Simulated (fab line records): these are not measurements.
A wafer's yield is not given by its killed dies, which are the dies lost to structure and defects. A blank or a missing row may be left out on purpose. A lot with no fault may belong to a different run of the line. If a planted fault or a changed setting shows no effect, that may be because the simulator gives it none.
Chamber matching -- flow nandHarc -- 4 sister chambers for NHARC_A_STAIRCASE_DESCUM_11 on rieDiel-11
The step chemistry O2, time 3 s. 16 wafers are shown with their chamber, then 8 later ones without.

== WAFERS, EACH WITH ITS CHAMBER ==
wafer,chamber,drypumpMotorCurrentA (A),showerheadPlenumPTorr (Torr),oesProductAu (a.u.)
L076.4,2,6.0,1.98,1.008
L076.5,3,5.0,1.90,0.997
L076.6,0,6.0,1.92,1.003
L077.1,1,5.3,1.82,0.996
L077.3,0,6.0,1.91,0.998
L077.5,3,5.0,1.90,0.990
L082.1,3,5.0,1.89,0.987
L082.2,0,5.9,1.91,1.008
L082.4,1,5.3,1.81,0.998
L085.1,2,6.0,1.97,1.002
L085.2,0,6.0,1.91,1.017
L085.5,1,5.3,1.81,1.012
L089.1,2,6.0,1.97,0.999
L089.4,1,5.3,1.81,0.997
L089.5,2,6.0,1.97,1.000
L092.1,0,5.9,1.90,1.007

SIGNATURES, as means of the wafers listed above
reading,chamber 0,chamber 1,chamber 2,chamber 3,scatter within a chamber
drypumpMotorCurrentA,5.960,5.300,6.000,5.000,0.0316
showerheadPlenumPTorr,1.9100,1.8125,1.9725,1.8967,0.00589
oesProductAu,1.00660,1.00075,1.00225,0.99133,0.00625
Rule: a wafer lies at a distance from a chamber equal to the root of the sum of squares, over the readings, of (its reading less the chamber's mean, divided by the reading's scatter). The wafer belongs to the nearest chamber; if the next one is less than 2 further off, it can't be placed. The scatter is the square root of a quotient: the sum, over the shown wafers, of each reading's squared deviation from its chamber's mean, divided by wafers minus chambers.

== WAFERS WITH NO CHAMBER GIVEN ==
wafer,drypumpMotorCurrentA (A),showerheadPlenumPTorr (Torr),oesProductAu (a.u.)
L092.3,5.3,1.81,0.995
L092.5,5.3,1.81,1.014
L094.2,6.0,1.96,0.999
L094.4,5.0,1.88,0.999
L094.5,6.0,1.96,1.007
L097.1,5.3,1.81,1.010
L097.2,6.0,1.90,1.001
L097.3,6.0,1.96,1.003

== THE CHAMBER EACH PASSED THROUGH ==
wafer,from the rows above,in truth
L092.3,1,1
L092.5,1,1
L094.2,2,2
L094.4,3,3
L094.5,2,2
L097.1,1,1
L097.2,0,0
L097.3,2,2
8 of 8 placed correctly. Left unplaced by these rows: 0. Number placed wrongly: 0.
